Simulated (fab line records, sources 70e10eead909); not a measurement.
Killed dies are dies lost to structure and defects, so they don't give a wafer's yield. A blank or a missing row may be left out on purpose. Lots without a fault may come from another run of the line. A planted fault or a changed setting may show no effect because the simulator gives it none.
Which tool did it? | flow nand_harc | 24 lots, 72 wafers sampled, at 5 steps of a route of 1302

WHAT THE GAUGES READ, wafer by wafer
NHARC_A_ONON_D2_THK_MEAS_24: measures by ellipsometry. Usual: thk_nm 1000 nm, standard deviation 10.
lot  | measured     | on            | thk_nm (nm)    | flag
L074 | day 12 19:52 | film_metro-01 | 1007 1004 1006 |
L075 | day 12 19:39 | film_metro-01 | 1011 1011 1012 |
L076 | day 13 11:29 | film_metro-01 | 985 985 984    |
L077 | day 14 09:05 | film_metro-02 | 991 990 994    |
L078 | day 14 20:31 | film_metro-02 | 994 994 994    |
L079 | day 15 03:20 | film_metro-01 | 1010 1009 1009 |
L080 | day 15 03:20 | film_metro-02 | 986 987 987    |
L082 | day 16 05:52 | film_metro-01 | 986 989 988    |
L081 | day 16 05:51 | film_metro-02 | 1001 1000 1000 |
L083 | day 16 15:33 | film_metro-01 | 996 995 995    |
L085 | day 17 11:23 | film_metro-01 | 994 994 995    |
L084 | day 17 11:23 | film_metro-02 | 1004 1002 1002 |
L086 | day 18 02:03 | film_metro-02 | 993 992 992    |
L087 | day 18 01:41 | film_metro-02 | 977 979 978    |
L089 | day 18 21:55 | film_metro-02 | 1013 1013 1013 |
L088 | day 18 21:56 | film_metro-01 | 1003 1003 1002 |
L090 | day 19 19:48 | film_metro-02 | 999 997 998    |
L091 | day 19 19:56 | film_metro-02 | 995 996 996    |
L092 | day 20 05:20 | film_metro-01 | 1007 1007 1008 |
L093 | day 20 16:38 | film_metro-01 | 1001 1002 1000 |
L094 | day 21 08:16 | film_metro-02 | 1022 1023 1023 |
L095 | day 21 22:59 | film_metro-02 | 1001 1002 1001 |
L096 | day 22 07:58 | film_metro-01 | 1010 1008 1010 |
L097 | day 22 08:00 | film_metro-01 | 1008 1008 1008 |

NHARC_A_CHANNEL_HOLE_D2_CD_MEAS_18. Usual: cd_nm 100 nm, standard deviation 3.1.
lot  | measured     | on        | cd_nm (nm)  | flag
L074 | day 13 02:22 | cd_sem-03 | 94 99 100   |
L075 | day 13 01:35 | cd_sem-01 | 101 101 102 |
L076 | day 13 17:20 | cd_sem-02 | 102 96 100  |
L077 | day 14 16:28 | cd_sem-02 | 97 95 103   |
L078 | day 15 03:59 | cd_sem-01 | 98 101 98   |
L079 | day 15 09:08 | cd_sem-03 | 98 100 99   |
L080 | day 15 09:05 | cd_sem-01 | 96 96 102   |
L082 | day 16 12:52 | cd_sem-02 | 100 102 100 |
L081 | day 16 12:16 | cd_sem-02 | 95 100 99   |
L083 | day 17 02:31 | cd_sem-01 | 103 103 103 |
L085 | day 17 17:04 | cd_sem-03 | 97 98 103   |
L084 | day 17 17:13 | cd_sem-02 | 98 98 96    |
L086 | day 18 09:32 | cd_sem-02 | 98 94 97    |
L087 | day 18 08:37 | cd_sem-03 | 101 99 104  |
L089 | day 19 06:56 | cd_sem-01 | 98 105 105  |
L088 | day 19 06:11 | cd_sem-02 | 98 100 100  |
L090 | day 20 02:34 | cd_sem-03 | 102 99 98   |
L091 | day 20 03:42 | cd_sem-03 | 100 96 101  |
L092 | day 20 11:31 | cd_sem-03 | 103 101 105 |
L093 | day 20 22:11 | cd_sem-02 | 103 95 97   |
L094 | day 21 16:56 | cd_sem-01 | 104 97 99   |
L095 | day 22 07:34 | cd_sem-01 | 101 102 103 |
L096 | day 22 13:38 | cd_sem-02 | 97 101 97   |
L097 | day 22 14:07 | cd_sem-01 | 99 103 102  |

WHICH TOOL RAN EACH LOT (tool, then ch and the chambers of the sampled wafers, then the start)
lot  | NHARC_A_CHANNEL_FILL_D1_ETCHBACK_20 | NHARC_A_CHANNEL_FILL_D1_STRIP_28   | NHARC_A_CHANNEL_HOLE_D2_ETCH_34
L074 | rie_diel-08 ch 0,1, day 9 23:22     | rie_diel-08 ch 2,3, day 9 23:28    | rie_diel-10 ch 1,2,3, day 13 02:22 or earlier
L075 | rie_diel-06 ch 1,2,3, day 10 02:56  | rie_diel-06 ch 0,2,3, day 10 03:01 | rie_diel-09 ch 0,2,3, day 13 01:35 or earlier
L076 | rie_diel-01 ch 1,2, day 10 16:23    | rie_diel-01 ch 0,3, day 10 16:28   | rie_diel-10 ch 0,1,2, day 13 17:20 or earlier
L077 | rie_diel-08 ch 0,1, day 11 04:05    | rie_diel-08 ch 1,2, day 11 04:10   | rie_diel-12 ch 0,1, day 14 15:25
L078 | rie_diel-08 ch 0,2, day 11 11:29    | rie_diel-08 ch 0,1,3, day 11 11:34 | rie_diel-09 ch 0,2,3, day 15 03:59 or earlier
L079 | rie_diel-08 ch 0,1, day 11 16:11    | rie_diel-08 ch 1,2, day 11 16:17   | rie_diel-09 ch 0,3, day 15 09:08 or earlier
L080 | rie_diel-01 ch 2,3, day 12 09:07    | rie_diel-01 ch 1,2, day 12 09:13   | rie_diel-10 ch 0,1,3, day 15 09:05 or earlier
L082 | rie_diel-08 ch 1,3, day 13 07:24    | rie_diel-08 ch 1,2, day 13 07:29   | rie_diel-09 ch 0,2,3, day 16 12:52 or earlier
L081 | rie_diel-01 ch 0,1, day 13 07:25    | rie_diel-01 ch 0,1, day 13 07:31   | rie_diel-10 ch 1,2, day 16 12:16 or earlier
L083 | rie_diel-01 ch 0,1,2, day 13 14:25  | rie_diel-01 ch 0,1,3, day 13 14:29 | rie_diel-12 ch 1,2,3, day 17 02:31 or earlier
L085 | rie_diel-01 ch 0,1,2, day 14 14:55  | rie_diel-01 ch 1,2, day 14 15:06   | rie_diel-09 ch 0,1,3, day 17 17:04 or earlier
L084 | rie_diel-06 ch 0,1,2, day 14 14:55  | rie_diel-06 ch 0,2,3, day 14 14:59 | rie_diel-12 ch 0,1, day 17 17:13 or earlier
L086 | rie_diel-01 ch 0,1,2, day 15 03:58  | rie_diel-01 ch 0,2, day 15 04:02   | rie_diel-10 ch 1,2, day 18 09:32 or earlier
L087 | rie_diel-06 ch 1,2, day 15 08:55    | rie_diel-06 ch 0,1,2, day 15 09:01 | rie_diel-09 ch 0,1, day 18 08:37 or earlier
L089 | rie_diel-01 ch 1,2, day 15 18:36    | rie_diel-01 ch 0,3, day 15 18:41   | rie_diel-10 ch 0,1,3, day 19 06:56 or earlier
L088 | rie_diel-08 ch 0,1,3, day 15 18:37  | rie_diel-08 ch 0,1,3, day 15 18:42 | rie_diel-12 ch 0,1,3, day 19 06:11 or earlier
L090 | rie_diel-01 ch 0,1,3, day 16 16:09  | rie_diel-01 ch 2,3, day 16 16:14   | rie_diel-10 ch 0,3, day 20 02:34 or earlier
L091 | rie_diel-06 ch 0,3, day 16 16:09    | rie_diel-06 ch 0,1, day 16 16:14   | rie_diel-12 ch 2,3, day 20 03:42 or earlier
L092 | rie_diel-01 ch 0,2,3, day 17 06:13  | rie_diel-01 ch 0,2,3, day 17 06:18 | rie_diel-09 ch 0,2,3, day 20 11:31 or earlier
L093 | rie_diel-01 ch 0,1,3, day 17 12:34  | rie_diel-01 ch 0,2,3, day 17 12:39 | rie_diel-09 ch 0,2, day 20 22:11 or earlier
L094 | rie_diel-08 ch 0,1,2, day 18 04:14  | rie_diel-08 ch 0,2,3, day 18 04:19 | rie_diel-10 ch 0,1,2, day 21 16:56 or earlier
L095 | rie_diel-08 ch 0,1, day 19 00:31    | rie_diel-08 ch 0,2,3, day 19 00:36 | rie_diel-10 ch 0,3, day 22 07:34 or earlier
L096 | rie_diel-01 ch 2,3, day 19 08:42    | rie_diel-01 ch 1,2, day 19 08:47   | rie_diel-10 ch 2,3, day 22 13:38 or earlier
L097 | rie_diel-06 ch 2,3, day 19 08:43    | rie_diel-06 ch 0,3, day 19 08:49   | rie_diel-09 ch 0,2,3, day 22 14:07 or earlier
- NHARC_A_CHANNEL_FILL_D1_ETCHBACK_20: etches the open film in C4F8/O2/Ar, target depth 27 nm, time 13.5 s.
- NHARC_A_CHANNEL_FILL_D1_STRIP_28: strips in O2, time 20 s.
- NHARC_A_CHANNEL_HOLE_D2_ETCH_34: etches the open film in CF4/CHF3, target depth 154 nm, time 77 s.

WHAT THE TOOLS THEMSELVES READ (means of the sampled wafers that have a number; where no wafer has one, the mark that the record gives instead)
NHARC_A_CHANNEL_FILL_D1_ETCHBACK_20. Usual: oes_product_au 0.98 a.u., standard deviation 0.031; rf_vpp_V 979 V, standard deviation 5.1.
lot  | tool        | oes_product_au (a.u.) | rf_vpp_V (V) | flag
L074 | rie_diel-08 | 1.00                  | 975          |
L075 | rie_diel-06 | 0.97                  | 978          |
L076 | rie_diel-01 | 0.98                  | 978          |
L077 | rie_diel-08 | 1.01                  | 973          |
L078 | rie_diel-08 | 0.97                  | 980          |
L079 | rie_diel-08 | 1.00                  | 975          |
L080 | rie_diel-01 | 0.98                  | 980          |
L082 | rie_diel-08 | 1.01                  | 972          |
L081 | rie_diel-01 | 0.99                  | 978          |
L083 | rie_diel-01 | 0.99                  | 979          |
L085 | rie_diel-01 | 0.99                  | 979          |
L084 | rie_diel-06 | 1.01                  | 978          |
L086 | rie_diel-01 | 0.92                  | 978          |
L087 | rie_diel-06 | 0.98                  | 979          |
L089 | rie_diel-01 | 0.92                  | 979          |
L088 | rie_diel-08 | 0.93                  | 974          |
L090 | rie_diel-01 | 0.95                  | 981          |
L091 | rie_diel-06 | 1.02                  | 984          |
L092 | rie_diel-01 | 0.99                  | 981          |
L093 | rie_diel-01 | 1.00                  | 981          |
L094 | rie_diel-08 | 1.00                  | 978          |
L095 | rie_diel-08 | 0.97                  | 975          |
L096 | rie_diel-01 | 0.92                  | 981          |
L097 | rie_diel-06 | 0.93                  | 977          |

NHARC_A_CHANNEL_FILL_D1_STRIP_28. Usual: drypump_motor_current_A 5.8 A, standard deviation 0.31; o2_flow_sccm 499.9 sccm, standard deviation 1.6; oes_product_au 0.996 a.u., standard deviation 0.014; rf_vpp_V 57.9 V, standard deviation 0.92; showerhead_plenum_p_Torr 3.56 Torr, standard deviation 0.13; throttle_valve_pct 17.036 %, standard deviation 0.0092.
lot  | tool        | drypump_motor_current_A (A) | o2_flow_sccm (sccm) | oes_product_au (a.u.) | rf_vpp_V (V) | showerhead_plenum_p_Torr (Torr) | throttle_valve_pct (%) | flag
L074 | rie_diel-08 | 5.7                         | 499.9               | 0.989                 | 57.9         | 3.53                            | 17.047                 |
L075 | rie_diel-06 | 5.8                         | 500.5               | 1.000                 | 58.2         | 3.57                            | 17.029                 |
L076 | rie_diel-01 | 6.0                         | 499.0               | 0.995                 | 58.2         | 3.58                            | 17.031                 |
L077 | rie_diel-08 | 5.7                         | 499.7               | 0.998                 | 57.1         | 3.54                            | 17.036                 |
L078 | rie_diel-08 | 5.6                         | 500.6               | 1.005                 | 57.1         | 3.43                            | 17.032                 |
L079 | rie_diel-08 | 5.7                         | 500.4               | 0.996                 | 57.7         | 3.66                            | 17.042                 |
L080 | rie_diel-01 | 5.5                         | 499.6               | 0.977                 | 56.8         | 3.54                            | 17.036                 |
L082 | rie_diel-08 | 5.7                         | 500.4               | 0.996                 | 58.4         | 3.66                            | 17.038                 |
L081 | rie_diel-01 | 5.8                         | 500.7               | 0.994                 | 58.1         | 3.53                            | 17.034                 |
L083 | rie_diel-01 | 5.8                         | 499.7               | 1.007                 | 58.4         | 3.62                            | 17.037                 |
L085 | rie_diel-01 | 5.5                         | 498.3               | 0.976                 | 57.3         | 3.53                            | 17.036                 |
L084 | rie_diel-06 | 5.8                         | 500.9               | 1.011                 | 57.7         | 3.57                            | 17.037                 |
L086 | rie_diel-01 | 5.8                         | 499.1               | 0.977                 | 58.4         | 3.50                            | 17.034                 |
L087 | rie_diel-06 | 6.0                         | 500.4               | 1.016                 | 57.6         | 3.54                            | 17.020                 |
L089 | rie_diel-01 | 6.0                         | 500.9               | 0.992                 | 58.4         | 3.58                            | 17.034                 |
L088 | rie_diel-08 | 5.6                         | 500.8               | 0.996                 | 58.8         | 3.42                            | 17.033                 |
L090 | rie_diel-01 | 5.7                         | 502.3               | 0.986                 | 57.5         | 3.58                            | 17.034                 |
L091 | rie_diel-06 | 6.4                         | 498.7               | 1.003                 | 57.4         | 3.61                            | 17.038                 |
L092 | rie_diel-01 | 5.9                         | 499.2               | 0.992                 | 58.0         | 3.58                            | 17.037                 |
L093 | rie_diel-01 | 5.9                         | 499.8               | 0.984                 | 58.0         | 3.58                            | 17.042                 |
L094 | rie_diel-08 | 5.6                         | 500.1               | 0.994                 | 58.0         | 3.54                            | 17.037                 |
L095 | rie_diel-08 | 5.6                         | 497.4               | 1.000                 | 56.9         | 3.54                            | 17.041                 |
L096 | rie_diel-01 | 5.5                         | 500.6               | 0.990                 | 57.0         | 3.53                            | 17.034                 |
L097 | rie_diel-06 | 5.7                         | 498.0               | 1.013                 | 58.2         | 3.65                            | 17.039                 |

NHARC_A_CHANNEL_HOLE_D2_ETCH_34. Usual: chf3_flow_sccm 30.00 sccm, standard deviation 0.084; drypump_motor_current_A 5.9 A, standard deviation 0.51; oes_product_au 0.957 a.u., standard deviation 0.027; rf_vpp_V 370.4 V, standard deviation 1.7; showerhead_plenum_p_Torr 1.57 Torr, standard deviation 0.047; throttle_valve_pct 16.803 %, standard deviation 0.0086.
lot  | tool        | chf3_flow_sccm (sccm) | drypump_motor_current_A (A) | oes_product_au (a.u.) | rf_vpp_V (V) | showerhead_plenum_p_Torr (Torr) | throttle_valve_pct (%) | flag
L074 | rie_diel-10 | 30.12                 | 6.2                         | 0.967                 | 370.0        | 1.55                            | 16.793                 |
L075 | rie_diel-09 | 30.08                 | 5.6                         | 0.969                 | 370.8        | 1.57                            | 16.796                 |
L076 | rie_diel-10 | 30.00                 | 6.3                         | 0.944                 | 370.8        | 1.58                            | 16.796                 |
L077 | rie_diel-12 | 29.96                 | 5.6                         | 0.915                 | 369.2        | 1.51                            | 16.808                 |
L078 | rie_diel-09 | 29.96                 | 5.6                         | 0.982                 | 369.8        | 1.57                            | 16.799                 |
L079 | rie_diel-09 | 30.06                 | 5.5                         | 0.963                 | 370.3        | 1.56                            | 16.806                 |
L080 | rie_diel-10 | 30.07                 | 6.1                         | 0.958                 | 371.2        | 1.59                            | 16.809                 |
L082 | rie_diel-09 | 29.99                 | 5.6                         | 0.975                 | 369.8        | 1.57                            | 16.800                 |
L081 | rie_diel-10 | 30.08                 | 6.2                         | 0.971                 | 370.1        | 1.54                            | 16.806                 |
L083 | rie_diel-12 | 30.04                 | 5.4                         | 0.945                 | 370.1        | 1.59                            | 16.798                 |
L085 | rie_diel-09 | 29.97                 | 5.5                         | 0.960                 | 369.5        | 1.58                            | 16.802                 |
L084 | rie_diel-12 | 29.98                 | 6.2                         | 0.908                 | 368.5        | 1.51                            | 16.807                 |
L086 | rie_diel-10 | 30.00                 | 6.4                         | 0.917                 | 369.0        | 1.54                            | 16.803                 |
L087 | rie_diel-09 | 29.99                 | 5.5                         | 0.997                 | 369.6        | 1.54                            | 16.803                 |
L089 | rie_diel-10 | 30.08                 | 6.1                         | 0.960                 | 372.0        | 1.59                            | 16.806                 |
L088 | rie_diel-12 | 29.97                 | 5.7                         | 0.919                 | 370.2        | 1.56                            | 16.796                 |
L090 | rie_diel-10 | 29.99                 | 6.3                         | 0.928                 | 372.2        | 1.62                            | 16.805                 |
L091 | rie_diel-12 | 30.06                 | 5.5                         | 0.967                 | 372.1        | 1.64                            | 16.801                 |
L092 | rie_diel-09 | 29.94                 | 5.6                         | 0.987                 | 371.7        | 1.57                            | 16.803                 |
L093 | rie_diel-09 | 29.99                 | 5.7                         | 0.938                 | 369.9        | 1.55                            | 16.814                 |
L094 | rie_diel-10 | 30.01                 | 6.3                         | 0.965                 | 369.6        | 1.57                            | 16.807                 |
L095 | rie_diel-10 | 29.85                 | 6.3                         | 0.973                 | 372.0        | 1.62                            | 16.807                 |
L096 | rie_diel-10 | 30.02                 | 6.5                         | 0.967                 | 369.7        | 1.55                            | 16.807                 |
L097 | rie_diel-09 | 30.08                 | 5.6                         | 0.964                 | 370.3        | 1.57                            | 16.805                 |

THE ANSWER, worked out from the rows above alone
Rule: a lot is off if the mean of its wafers that have a number lies more than 3 standard deviations from the usual mean. A lot without any number at a reading at which 4 lots or more have one is off too. The other lots that the step has rows for count as sound. The gauges are gone through in route order, then the tools' own readings, and for those a lot's mean is taken as printed above. The first step at which some lot is off is used, and at that step the reading that is off furthest; a lot without a number counts as furthest.
No lot is off at any reading shown: from this, nothing can be told.

WHAT THE SIMULATOR HAD PUT IN
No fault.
